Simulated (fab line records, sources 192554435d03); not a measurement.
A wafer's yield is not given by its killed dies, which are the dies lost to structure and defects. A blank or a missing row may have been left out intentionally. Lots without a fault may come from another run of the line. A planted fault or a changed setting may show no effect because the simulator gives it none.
Which tool is to blame? || flow n5-finfet || Sampling: 9 lots, 27 wafers, 5 of 1938 route steps

== WHAT EACH GAUGE READ, for each wafer ==
N5_SD_EPI_N_EPI_MEAS_23. Usual: thk-nm 59.0 nm, standard deviation 1.1.
{"lot": "L818", "measured": "day 4 18:50", "on": "film-metro-01", "thk-nm (nm)": "57.3 58.1 58.2", "flag": ""}
{"lot": "L821", "measured": "day 5 11:25", "on": "film-metro-02", "thk-nm (nm)": "57.6 58.3 60.3", "flag": ""}
{"lot": "L822", "measured": "day 5 20:04", "on": "film-metro-01", "thk-nm (nm)": "57.9 57.6 59.0", "flag": ""}
{"lot": "L825", "measured": "day 6 14:22", "on": "film-metro-02", "thk-nm (nm)": "58.1 58.1 57.6", "flag": ""}
{"lot": "L826", "measured": "day 6 19:26", "on": "film-metro-02", "thk-nm (nm)": "58.3 59.9 60.3", "flag": ""}
{"lot": "L827", "measured": "day 7 03:16", "on": "film-metro-01", "thk-nm (nm)": "58.9 58.7 59.7", "flag": ""}
{"lot": "L832", "measured": "day 8 03:42", "on": "film-metro-01", "thk-nm (nm)": "59.5 59.0 60.5", "flag": ""}
{"lot": "L833", "measured": "day 8 11:12", "on": "film-metro-02", "thk-nm (nm)": "60.2 61.1 59.7", "flag": ""}
{"lot": "L835", "measured": "day 9 03:04", "on": "film-metro-01", "thk-nm (nm)": "59.2 58.4 60.3", "flag": ""}

N5_BEOL_M4_RC_MEAS_101. Usual: DIBL_N 36.3 mV/V, standard deviation 1.2; DIBL_P 36.1 mV/V, standard deviation 1.6; IOFF_N 0.161 nA/um, standard deviation 0.023; IOFF_P 0.209 nA/um, standard deviation 0.027; ION_N 676 uA/um, standard deviation 8.9; ION_P 462 uA/um, standard deviation 5.3; SS_N 71.5 mV/dec, standard deviation 0.51; SS_P 73.2 mV/dec, standard deviation 0.5; VT_N 249.1 mV, standard deviation 2.5; VT_P -249.9 mV, standard deviation 2.8.
{"lot": "L818", "measured": "day 9 12:39", "on": "prober-02", "DIBL_N (mV/V)": "36.5 37.4 37.1", "DIBL_P (mV/V)": "35.8 37.8 37.4", "IOFF_N (nA/um)": "0.158 0.188 0.198", "IOFF_P (nA/um)": "0.203 0.239 0.240", "ION_N (uA/um)": "669 675 683", "ION_P (uA/um)": "459 459 466", "SS_N (mV/dec)": "71.6 71.5 71.6", "SS_P (mV/dec)": "73.5 73.4 74.4", "VT_N (mV)": "249.0 248.5 248.4", "VT_P (mV)": "-249.5 -247.8 -247.9", "flag": ""}
{"lot": "L821", "measured": "day 9 20:49", "on": "prober-01", "DIBL_N (mV/V)": "33.8 35.2 34.6", "DIBL_P (mV/V)": "34.7 36.6 35.9", "IOFF_N (nA/um)": "0.146 0.172 0.155", "IOFF_P (nA/um)": "0.179 0.209 0.190", "ION_N (uA/um)": "678 687 675", "ION_P (uA/um)": "463 463 458", "SS_N (mV/dec)": "72.2 71.7 71.3", "SS_P (mV/dec)": "72.4 73.4 72.8", "VT_N (mV)": "247.6 244.4 248.9", "VT_P (mV)": "-253.7 -249.4 -251.1", "flag": ""}
{"lot": "L822", "measured": "day 10 10:28", "on": "prober-01", "DIBL_N (mV/V)": "36.6 36.6 36.2", "DIBL_P (mV/V)": "36.6 37.1 36.4", "IOFF_N (nA/um)": "0.164 0.165 0.150", "IOFF_P (nA/um)": "0.206 0.209 0.196", "ION_N (uA/um)": "684 687 673", "ION_P (uA/um)": "463 465 457", "SS_N (mV/dec)": "71.7 71.4 70.7", "SS_P (mV/dec)": "72.9 73.7 73.0", "VT_N (mV)": "246.6 249.3 248.3", "VT_P (mV)": "-249.0 -247.0 -250.7", "flag": ""}
{"lot": "L832", "measured": "day 12 14:43", "on": "prober-02", "DIBL_N (mV/V)": "36.8 38.2 37.9", "DIBL_P (mV/V)": "37.2 37.8 37.5", "IOFF_N (nA/um)": "0.177 0.200 0.186", "IOFF_P (nA/um)": "0.220 0.232 0.225", "ION_N (uA/um)": "679 688 680", "ION_P (uA/um)": "460 462 467", "SS_N (mV/dec)": "72.2 71.8 72.0", "SS_P (mV/dec)": "73.3 73.2 72.1", "VT_N (mV)": "249.4 247.3 247.4", "VT_P (mV)": "-250.5 -247.2 -249.5", "flag": ""}
{"lot": "L833", "measured": "day 12 20:45", "on": "prober-02", "DIBL_N (mV/V)": "34.3 35.8 36.0", "DIBL_P (mV/V)": "35.7 36.9 37.6", "IOFF_N (nA/um)": "0.117 0.135 0.138", "IOFF_P (nA/um)": "0.192 0.214 0.222", "ION_N (uA/um)": "663 666 673", "ION_P (uA/um)": "461 463 467", "SS_N (mV/dec)": "71.9 71.0 71.6", "SS_P (mV/dec)": "72.9 73.7 73.1", "VT_N (mV)": "254.1 254.6 254.9", "VT_P (mV)": "-252.3 -249.9 -250.0", "flag": ""}
{"lot": "L835", "measured": "day 13 22:22", "on": "prober-01", "DIBL_N (mV/V)": "37.1 36.0 35.0", "DIBL_P (mV/V)": "36.4 35.6 34.3", "IOFF_N (nA/um)": "0.166 0.143 0.132", "IOFF_P (nA/um)": "0.217 0.202 0.178", "ION_N (uA/um)": "679 674 662", "ION_P (uA/um)": "465 463 457", "SS_N (mV/dec)": "71.8 71.9 71.6", "SS_P (mV/dec)": "73.3 73.1 73.4", "VT_N (mV)": "250.1 250.6 251.1", "VT_P (mV)": "-246.2 -248.4 -248.6", "flag": ""}

== EACH LOT AND THE TOOL THAT RAN IT (in order: tool; ch and the chambers of the sampled wafers; start) ==
{"lot": "L818", "N5_SD_EPI_P_DESCUM_14": "rie-diel-03 ch 1,2,3, day 4 21:55", "N5_SD_EPI_P_ETCH_37": "rie-diel-03 ch 1,2,3, day 4 22:00", "N5_ILD0_ALD_15": "ald-sin-03 ch 0,3, day 5 06:14"}
{"lot": "L821", "N5_SD_EPI_P_DESCUM_14": "rie-diel-03 ch 2,3, day 5 12:28", "N5_SD_EPI_P_ETCH_37": "rie-diel-03 ch 2,3, day 5 12:33", "N5_ILD0_ALD_15": "ald-sin-02 ch 0,3, day 5 20:52"}
{"lot": "L822", "N5_SD_EPI_P_DESCUM_14": "rie-diel-03 ch 1,2,3, day 5 21:07", "N5_SD_EPI_P_ETCH_37": "rie-diel-03 ch 1,2,3, day 5 21:13", "N5_ILD0_ALD_15": "ald-sin-02 ch 0,1, day 6 05:23"}
{"lot": "L825", "N5_SD_EPI_P_DESCUM_14": "rie-diel-02 ch 0,1,2, day 6 15:17", "N5_SD_EPI_P_ETCH_37": "rie-diel-02 ch 0,1,2, day 6 15:23", "N5_ILD0_ALD_15": "ald-sin-02 ch 1,2, day 6 23:40"}
{"lot": "L826", "N5_SD_EPI_P_DESCUM_14": "rie-diel-06 ch 2,3, day 6 20:40", "N5_SD_EPI_P_ETCH_37": "rie-diel-06 ch 2,3, day 6 20:45", "N5_ILD0_ALD_15": "ald-sin-03 ch 1,3, day 7 05:12"}
{"lot": "L827", "N5_SD_EPI_P_DESCUM_14": "rie-diel-06 ch 0,1,2, day 7 04:19", "N5_SD_EPI_P_ETCH_37": "rie-diel-06 ch 0,1,2, day 7 04:24", "N5_ILD0_ALD_15": "ald-sin-03 ch 1,2,3, day 7 12:50"}
{"lot": "L832", "N5_SD_EPI_P_DESCUM_14": "rie-diel-02 ch 1,2,3, day 8 04:37", "N5_SD_EPI_P_ETCH_37": "rie-diel-02 ch 1,2,3, day 8 04:43", "N5_ILD0_ALD_15": "ald-sin-03 ch 0,3, day 8 13:35"}
{"lot": "L833", "N5_SD_EPI_P_DESCUM_14": "rie-diel-03 ch 0,2, day 8 13:14", "N5_SD_EPI_P_ETCH_37": "rie-diel-03 ch 0,2, day 8 13:19", "N5_ILD0_ALD_15": "ald-sin-03 ch 0,2,3, day 8 21:55"}
{"lot": "L835", "N5_SD_EPI_P_DESCUM_14": "rie-diel-06 ch 0,3, day 9 04:22", "N5_SD_EPI_P_ETCH_37": "rie-diel-06 ch 0,3, day 9 04:28", "N5_ILD0_ALD_15": "ald-sin-02 ch 0,2,3, day 9 13:57"}
- N5_SD_EPI_P_DESCUM_14: chemistry O2, time 7.9 s.
- N5_SD_EPI_P_ETCH_37: etches SOC in N2/H2, overetch 108 nm, time 486 s.
- N5_ILD0_ALD_15: deposits SiNx, target thk 24 nm, pulse time 1 s, ald cycles 480.

== WHAT THE TOOLS THEMSELVES READ (means of the sampled wafers that have a number; where no wafer has one, the mark that the record gives instead) ==
N5_SD_EPI_P_DESCUM_14. Usual: drypump-motor-current-A 5.9 A, standard deviation 0.4; oes-product-au 0.80 a.u., standard deviation 0.095; rf-vpp-V 243.6 V, standard deviation 1.4; showerhead-plenum-p-Torr 2.12 Torr, standard deviation 0.08; throttle-valve-pct 20.39 %, standard deviation 0.24.
{"lot": "L818", "tool": "rie-diel-03", "drypump-motor-current-A (A)": 5.5, "oes-product-au (a.u.)": 0.74, "rf-vpp-V (V)": 243.6, "showerhead-plenum-p-Torr (Torr)": 2.09, "throttle-valve-pct (%)": 20.59, "flag": ""}
{"lot": "L821", "tool": "rie-diel-03", "drypump-motor-current-A (A)": 5.3, "oes-product-au (a.u.)": 0.71, "rf-vpp-V (V)": 242.7, "showerhead-plenum-p-Torr (Torr)": 2.05, "throttle-valve-pct (%)": 20.65, "flag": ""}
{"lot": "L822", "tool": "rie-diel-03", "drypump-motor-current-A (A)": 5.5, "oes-product-au (a.u.)": 0.73, "rf-vpp-V (V)": 243.1, "showerhead-plenum-p-Torr (Torr)": 2.09, "throttle-valve-pct (%)": 20.61, "flag": ""}
{"lot": "L825", "tool": "rie-diel-02", "drypump-motor-current-A (A)": 6.1, "oes-product-au (a.u.)": 0.79, "rf-vpp-V (V)": 244.1, "showerhead-plenum-p-Torr (Torr)": 2.13, "throttle-valve-pct (%)": 20.28, "flag": ""}
{"lot": "L826", "tool": "rie-diel-06", "drypump-motor-current-A (A)": 5.6, "oes-product-au (a.u.)": 0.87, "rf-vpp-V (V)": 244.6, "showerhead-plenum-p-Torr (Torr)": 2.19, "throttle-valve-pct (%)": 20.23, "flag": ""}
{"lot": "L827", "tool": "rie-diel-06", "drypump-motor-current-A (A)": 5.8, "oes-product-au (a.u.)": 0.84, "rf-vpp-V (V)": 243.7, "showerhead-plenum-p-Torr (Torr)": 2.12, "throttle-valve-pct (%)": 20.35, "flag": ""}
{"lot": "L832", "tool": "rie-diel-02", "drypump-motor-current-A (A)": 6.0, "oes-product-au (a.u.)": 0.83, "rf-vpp-V (V)": 242.9, "showerhead-plenum-p-Torr (Torr)": 2.14, "throttle-valve-pct (%)": 20.37, "flag": ""}
{"lot": "L833", "tool": "rie-diel-03", "drypump-motor-current-A (A)": 6.2, "oes-product-au (a.u.)": 0.85, "rf-vpp-V (V)": 242.9, "showerhead-plenum-p-Torr (Torr)": 2.04, "throttle-valve-pct (%)": 20.38, "flag": ""}
{"lot": "L835", "tool": "rie-diel-06", "drypump-motor-current-A (A)": 5.9, "oes-product-au (a.u.)": 0.72, "rf-vpp-V (V)": 243.3, "showerhead-plenum-p-Torr (Torr)": 2.11, "throttle-valve-pct (%)": 20.45, "flag": ""}

N5_SD_EPI_P_ETCH_37. Usual: drypump-motor-current-A 5.9 A, standard deviation 0.4; oes-product-au 0.72 a.u., standard deviation 0.08; rf-vpp-V 241.1 V, standard deviation 1.4; showerhead-plenum-p-Torr 2.57 Torr, standard deviation 0.095; throttle-valve-pct 23.8 %, standard deviation 0.31.
{"lot": "L818", "tool": "rie-diel-03", "drypump-motor-current-A (A)": 5.5, "oes-product-au (a.u.)": 0.68, "rf-vpp-V (V)": 241.0, "showerhead-plenum-p-Torr (Torr)": 2.54, "throttle-valve-pct (%)": 24.2, "flag": ""}
{"lot": "L821", "tool": "rie-diel-03", "drypump-motor-current-A (A)": 5.3, "oes-product-au (a.u.)": 0.65, "rf-vpp-V (V)": 240.1, "showerhead-plenum-p-Torr (Torr)": 2.49, "throttle-valve-pct (%)": 24.1, "flag": ""}
{"lot": "L822", "tool": "rie-diel-03", "drypump-motor-current-A (A)": 5.5, "oes-product-au (a.u.)": 0.67, "rf-vpp-V (V)": 240.4, "showerhead-plenum-p-Torr (Torr)": 2.54, "throttle-valve-pct (%)": 24.2, "flag": ""}
{"lot": "L825", "tool": "rie-diel-02", "drypump-motor-current-A (A)": 6.2, "oes-product-au (a.u.)": 0.71, "rf-vpp-V (V)": 241.2, "showerhead-plenum-p-Torr (Torr)": 2.59, "throttle-valve-pct (%)": 23.6, "flag": ""}
{"lot": "L826", "tool": "rie-diel-06", "drypump-motor-current-A (A)": 5.7, "oes-product-au (a.u.)": 0.77, "rf-vpp-V (V)": 242.5, "showerhead-plenum-p-Torr (Torr)": 2.65, "throttle-valve-pct (%)": 23.8, "flag": ""}
{"lot": "L827", "tool": "rie-diel-06", "drypump-motor-current-A (A)": 5.8, "oes-product-au (a.u.)": 0.74, "rf-vpp-V (V)": 240.7, "showerhead-plenum-p-Torr (Torr)": 2.56, "throttle-valve-pct (%)": 23.7, "flag": ""}
{"lot": "L832", "tool": "rie-diel-02", "drypump-motor-current-A (A)": 6.0, "oes-product-au (a.u.)": 0.73, "rf-vpp-V (V)": 241.1, "showerhead-plenum-p-Torr (Torr)": 2.59, "throttle-valve-pct (%)": 23.7, "flag": ""}
{"lot": "L833", "tool": "rie-diel-03", "drypump-motor-current-A (A)": 6.2, "oes-product-au (a.u.)": 0.76, "rf-vpp-V (V)": 240.4, "showerhead-plenum-p-Torr (Torr)": 2.48, "throttle-valve-pct (%)": 23.9, "flag": ""}
{"lot": "L835", "tool": "rie-diel-06", "drypump-motor-current-A (A)": 5.9, "oes-product-au (a.u.)": 0.65, "rf-vpp-V (V)": 240.2, "showerhead-plenum-p-Torr (Torr)": 2.56, "throttle-valve-pct (%)": 23.9, "flag": ""}

N5_ILD0_ALD_15. Usual: chamber-pressure-Torr 2.000 Torr, standard deviation 0.0042; heater-power-w 842 W, standard deviation 71; precursor-pulse-height-rel 1.000, standard deviation 0.021.
{"lot": "L818", "tool": "ald-sin-03", "chamber-pressure-Torr (Torr)": 1.997, "heater-power-w (W)": 910, "precursor-pulse-height-rel": 1.004, "flag": ""}
{"lot": "L821", "tool": "ald-sin-02", "chamber-pressure-Torr (Torr)": 1.997, "heater-power-w (W)": 830, "precursor-pulse-height-rel": 1.015, "flag": ""}
{"lot": "L822", "tool": "ald-sin-02", "chamber-pressure-Torr (Torr)": 1.999, "heater-power-w (W)": 840, "precursor-pulse-height-rel": 1.007, "flag": ""}
{"lot": "L825", "tool": "ald-sin-02", "chamber-pressure-Torr (Torr)": "-", "heater-power-w (W)": "-", "precursor-pulse-height-rel": "-", "flag": "OFF"}
{"lot": "L826", "tool": "ald-sin-03", "chamber-pressure-Torr (Torr)": "-", "heater-power-w (W)": "-", "precursor-pulse-height-rel": "-", "flag": "OFF"}
{"lot": "L827", "tool": "ald-sin-03", "chamber-pressure-Torr (Torr)": "-", "heater-power-w (W)": "-", "precursor-pulse-height-rel": "-", "flag": "OFF"}
{"lot": "L832", "tool": "ald-sin-03", "chamber-pressure-Torr (Torr)": 1.998, "heater-power-w (W)": 936, "precursor-pulse-height-rel": 0.987, "flag": ""}
{"lot": "L833", "tool": "ald-sin-03", "chamber-pressure-Torr (Torr)": 2.001, "heater-power-w (W)": 896, "precursor-pulse-height-rel": 0.987, "flag": ""}
{"lot": "L835", "tool": "ald-sin-02", "chamber-pressure-Torr (Torr)": 1.999, "heater-power-w (W)": 808, "precursor-pulse-height-rel": 1.000, "flag": ""}

== THE ANSWER, worked out from the rows above alone ==
Rule: a lot is off if the mean of its wafers that have a number lies more than 3 standard deviations from the usual mean. Also off: a lot with no number at a reading for which 4 or more lots have one. The other lots that the step has rows for count as sound. Order of review: gauges by route order, followed by the tools' own readings, for which a lot's mean as printed above is used. At the first step where some lot is off, the reading lying furthest off is the one used; lots without a number count as furthest.
Off: L825, L826, L827 (N5_ILD0_ALD_15, chamber-pressure-Torr). Without a number there: L825, L826, L827.
A tool fits if, at that step or a process step before it, it ran every lot that is off, and no sound lot after the first of them. Of those tried, none fits.

== WHAT WAS PUT IN BY THE SIMULATOR ==
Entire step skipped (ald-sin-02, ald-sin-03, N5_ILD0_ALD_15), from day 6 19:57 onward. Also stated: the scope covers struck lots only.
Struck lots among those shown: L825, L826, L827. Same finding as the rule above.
